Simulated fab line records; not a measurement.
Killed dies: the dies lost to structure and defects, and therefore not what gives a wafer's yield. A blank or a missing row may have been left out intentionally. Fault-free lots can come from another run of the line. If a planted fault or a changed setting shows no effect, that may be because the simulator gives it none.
Which tool was responsible? | flow nand_harc | 12 lots with 36 wafers sampled at 6 steps, on a route of 1159 steps

== WHAT THE GAUGES READ, wafer by wafer ==
NHARC_P_M1_CD_MEAS_09: target cd 130 nm.
lot  | measured     | on        | cd_nm (nm)
L754 | day 5 23:18  | cd_sem-02 | 130.0 129.7 130.3
L757 | day 6 17:24  | cd_sem-02 | 130.1 129.9 129.7
L758 | day 6 17:50  | cd_sem-02 | 129.9 131.0 130.0
L756 | day 6 18:27  | cd_sem-02 | 130.4 130.8 131.1
L759 | day 7 12:59  | cd_sem-01 | 137.8 137.6 138.4
L760 | day 7 13:32  | cd_sem-02 | 130.8 130.7 131.5
L765 | day 9 04:31  | cd_sem-02 | 137.0 137.3 136.9
L769 | day 9 21:53  | cd_sem-02 | 130.6 130.4 130.8
L774 | day 10 16:29 | cd_sem-03 | 130.2 129.6 130.0
L775 | day 11 02:56 | cd_sem-01 | 131.3 130.0 130.5
L776 | day 11 03:55 | cd_sem-01 | 129.3 129.7 129.7
L777 | day 11 20:39 | cd_sem-01 | 129.7 130.9 129.5

NHARC_END_SORT_01.
lot  | measured     | on        | defect_limited_yield (%) | killed_at_array | killed_at_other | killed_at_periphery | killed_dies | killed_open | killed_short | sort_bin_2_pct (%) | sort_bin_3_pct (%) | sort_bin_4_pct (%) | sort_n_pass | sort_rim_yield_pct (%) | sort_yield_pct (%)
L765 | day 23 05:47 | prober-01 | 94.8                     | 29              | 2               | 4                   | 35          | 2           | 0            | 1.2                | 0.15               | 3.8                | 642         | 94.3                   | 94.8

== WHICH TOOL RAN EACH LOT (tool, then ch and the chambers of the sampled wafers, then the start) ==
lot  | NHARC_P_M0_DEGAS_28          | NHARC_P_M0_PRE_CLEAN_31         | NHARC_P_M0_DEP_32               | NHARC_P_M1_EXPOSE_06
L754 | pvd_sputter-01, day 5 20:31  | pecvd-02 ch 0,2, day 5 22:07    | pecvd-02 ch 0,2, day 5 22:12    | arfi_scanner-01 ch 0, day 5 23:10
L757 | pvd_sputter-02, day 6 14:28  | pecvd-04 ch 0,1,2, day 6 16:05  | pecvd-04 ch 0,1,2, day 6 16:12  | arfi_scanner-02 ch 0, day 6 17:16
L758 | pvd_sputter-03, day 6 14:53  | pecvd-03 ch 0,1,2, day 6 16:31  | pecvd-03 ch 0,1,2, day 6 16:35  | arfi_scanner-03 ch 0, day 6 17:42
L756 | pvd_sputter-02, day 6 15:09  | pecvd-04 ch 1,2, day 6 16:58    | pecvd-04 ch 1,2, day 6 17:07    | arfi_scanner-02 ch 0, day 6 18:19
L759 | pvd_sputter-02, day 7 10:07  | pecvd-04 ch 0,1,2, day 7 11:46  | pecvd-04 ch 0,1,2, day 7 11:51  | arfi_scanner-02 ch 0, day 7 12:50
L760 | pvd_sputter-03, day 7 10:37  | pecvd-04 ch 0,1,2, day 7 12:14  | pecvd-04 ch 0,1,2, day 7 12:18  | arfi_scanner-03 ch 0, day 7 13:24
L765 | pvd_sputter-03, day 9 01:35  | pecvd-02 ch 0,1,2, day 9 03:14  | pecvd-02 ch 0,1,2, day 9 03:20  | arfi_scanner-02 ch 0, day 9 04:23
L769 | pvd_sputter-02, day 9 18:49  | pecvd-03 ch 0,1,2, day 9 20:34  | pecvd-03 ch 0,1,2, day 9 20:38  | arfi_scanner-01 ch 0, day 9 21:45
L774 | pvd_sputter-03, day 10 13:29 | pecvd-02 ch 0,1,2, day 10 15:11 | pecvd-02 ch 0,1,2, day 10 15:18 | arfi_scanner-01 ch 0, day 10 16:20
L775 | pvd_sputter-02, day 10 23:51 | pecvd-04 ch 0,1, day 11 01:33   | pecvd-04 ch 0,1, day 11 01:40   | arfi_scanner-01 ch 0, day 11 02:47
L776 | pvd_sputter-03, day 11 00:56 | pecvd-04 ch 0,1, day 11 02:34   | pecvd-04 ch 0,1, day 11 02:41   | arfi_scanner-01 ch 0, day 11 03:47
L777 | pvd_sputter-03, day 11 17:50 | pecvd-03 ch 0,1,2, day 11 19:27 | pecvd-03 ch 0,1,2, day 11 19:32 | arfi_scanner-01 ch 0, day 11 20:31
- NHARC_P_M0_DEGAS_28: time 60 s.
- NHARC_P_M0_PRE_CLEAN_31: time 12 s.
- NHARC_P_M0_DEP_32: deposits SiCN, target thk 30 nm.
- NHARC_P_M1_EXPOSE_06: exposes mask P M1, target cd 130 nm.

== WHAT THE TOOLS THEMSELVES READ (means of the sampled wafers that have a number; where no wafer has one, the mark that the record gives instead) ==
NHARC_P_M0_DEGAS_28.
lot  | tool           | heater_power_w (W)
L754 | pvd_sputter-01 | 307
L757 | pvd_sputter-02 | 371
L758 | pvd_sputter-03 | 356
L756 | pvd_sputter-02 | 377
L759 | pvd_sputter-02 | 376
L760 | pvd_sputter-03 | 413
L765 | pvd_sputter-03 | 342
L769 | pvd_sputter-02 | 365
L774 | pvd_sputter-03 | 387
L775 | pvd_sputter-02 | 382
L776 | pvd_sputter-03 | 310
L777 | pvd_sputter-03 | 366

NHARC_P_M0_PRE_CLEAN_31.
lot  | tool     | heater_power_outer_w (W) | heater_power_w (W)
L754 | pecvd-02 | 398                      | 698
L757 | pecvd-04 | 319                      | 553
L758 | pecvd-03 | 381                      | 673
L756 | pecvd-04 | 361                      | 590
L759 | pecvd-04 | 346                      | 605
L760 | pecvd-04 | 359                      | 606
L765 | pecvd-02 | 425                      | 740
L769 | pecvd-03 | 414                      | 705
L774 | pecvd-02 | 400                      | 697
L775 | pecvd-04 | 353                      | 602
L776 | pecvd-04 | 362                      | 621
L777 | pecvd-03 | 349                      | 626

NHARC_P_M0_DEP_32.
lot  | tool     | heater_power_outer_w (W) | heater_power_w (W)
L754 | pecvd-02 | 360                      | 638
L757 | pecvd-04 | 315                      | 561
L758 | pecvd-03 | 362                      | 638
L756 | pecvd-04 | 289                      | 490
L759 | pecvd-04 | 326                      | 560
L760 | pecvd-04 | 326                      | 563
L765 | pecvd-02 | 384                      | 687
L769 | pecvd-03 | 362                      | 654
L774 | pecvd-02 | 379                      | 675
L775 | pecvd-04 | 288                      | 520
L776 | pecvd-04 | 336                      | 591
L777 | pecvd-03 | 334                      | 609

NHARC_P_M1_EXPOSE_06.
lot  | tool            | exposure_dose_mJ_cm2 | reticle_temp_C (C)
L754 | arfi_scanner-01 | 81.98                | 22.94
L757 | arfi_scanner-02 | 81.87                | 23.08
L758 | arfi_scanner-03 | 81.84                | 23.01
L756 | arfi_scanner-02 | 81.87                | 23.08
L759 | arfi_scanner-02 | 93.85                | 23.00
L760 | arfi_scanner-03 | 81.87                | 22.85
L765 | arfi_scanner-02 | 91.26                | 22.89
L769 | arfi_scanner-01 | 81.80                | 23.16
L774 | arfi_scanner-01 | 81.90                | 23.04
L775 | arfi_scanner-01 | 81.83                | 23.06
L776 | arfi_scanner-01 | 81.97                | 22.97
L777 | arfi_scanner-01 | 81.83                | 23.12

== THE ANSWER, worked out from the rows above alone ==
Rule: what is usual is taken from the lots themselves. The widest of any qualifying gaps counts: lots, ordered by their means at a reading, are off when they make up no more than a third of the lots, leave a main group of 4 or more, and stand apart from it by 3 or more times the standard deviation of that group's means. The tables above print the reading to a certain number of digits; a main group whose means all agree to those digits is not used. Also off: a lot with no number at a reading for which 4 or more lots have one. The other lots that the step has rows for count as sound. The gauges are gone through in route order, then the tools' own readings, and for those a lot's mean is taken as printed above. At the first step where some lot is off, the reading lying furthest off is the one used; lots without a number count as furthest.
Off: L759, L765 (NHARC_P_M1_CD_MEAS_09, cd_nm). Mean 130.3 nm and standard deviation 0.43 in the main group.
A tool fits if, at a process step before that reading, it ran every lot that is off, and no sound lot after the first of them. Not tried: the gauges at NHARC_P_M1_CD_MEAS_09; whatever is off there is also off at NHARC_P_M1_EXPOSE_06, on other tools, and gauge error can't account for it. One candidate fits, namely arfi_scanner-02 at NHARC_P_M1_EXPOSE_06. A fault onset in the window from L756 (day 6 18:19, its last sound lot) to L759 (day 7 12:50, its first lot off) fits.
The tool's own readings at NHARC_P_M1_EXPOSE_06 bear it out: on the lots that are off they differ by more than 5 times the standard deviation of the sound lots' means. exposure_dose_mJ_cm2 reads 92.56 there against 81.88 on the sound lots.

== WHAT THE SIMULATOR HAD PUT IN ==
Process parameters drifting: arfi_scanner-02 at NHARC_P_M1_EXPOSE_06, beginning at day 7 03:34. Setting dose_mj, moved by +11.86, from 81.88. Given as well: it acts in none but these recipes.
Shown lots that were struck: L759, L765. Same finding as the rule above.
